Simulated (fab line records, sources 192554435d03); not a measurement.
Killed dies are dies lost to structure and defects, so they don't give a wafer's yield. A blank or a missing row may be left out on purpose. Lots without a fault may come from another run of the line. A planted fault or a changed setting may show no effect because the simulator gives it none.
Chamber matching | flow n5_finfet | N5_SD_EPI_N_ETCHBACK_44 on rie_diel-03: 4 sister chambers
The step etches SiNx in CH3F/O2, stops on SiO2, target depth 14.5 nm. 8 wafers are shown with their chamber, then 11 later ones without.

WAFERS WITH THEIR CHAMBER
wafer  | chamber | drypump_motor_current_A (A) | showerhead_plenum_p_Torr (Torr)
L074.2 | 1       | 6.2                         | 2.07
L089.1 | 2       | 4.8                         | 1.98
L089.2 | 0       | 5.8                         | 1.97
L089.4 | 0       | 5.8                         | 1.97
L091.1 | 1       | 6.3                         | 2.06
L091.2 | 2       | 4.8                         | 1.97
L091.3 | 3       | 6.1                         | 2.03
L091.4 | 3       | 6.1                         | 2.03

WAFERS WITHOUT THEIR CHAMBER
wafer  | drypump_motor_current_A (A) | showerhead_plenum_p_Torr (Torr)
L091.5 | 6.2                         | 2.06
L091.6 | 4.8                         | 1.97
L092.2 | 6.2                         | 2.06
L092.3 | 6.1                         | 2.03
L092.4 | 6.2                         | 2.06
L096.3 | 6.1                         | 2.02
L096.5 | 5.7                         | 1.97
L096.6 | 6.1                         | 2.02
L097.1 | 6.1                         | 2.02
L097.3 | 5.7                         | 1.97
L097.5 | 5.8                         | 1.97

WHICH CHAMBER EACH WENT THROUGH
wafer  | from the rows above | in truth
L091.5 | 1                   | 1
L091.6 | 2                   | 2
L092.2 | 1                   | 1
L092.3 | 3                   | 3
L092.4 | 1                   | 1
L096.3 | 3                   | 3
L096.5 | 0                   | 0
L096.6 | 3                   | 3
L097.1 | 3                   | 3
L097.3 | 0                   | 0
L097.5 | 0                   | 0
Placed correctly: 11 of 11. Can't be placed from these rows: 0. Placed wrongly: 0.
How it was worked out, from the rows above alone: a wafer's distance from a chamber is the root of the sum, over the readings, of the square of ((its reading less the chamber's mean) divided by the reading's scatter). The wafer belongs to the nearest chamber; if the next one is less than 2 further off, it can't be placed. A chamber's mean is the mean of its shown wafers. The scatter: the root of (the sum of the squares of (reading less its chamber's mean) over the shown wafers, divided by (wafers less chambers)).
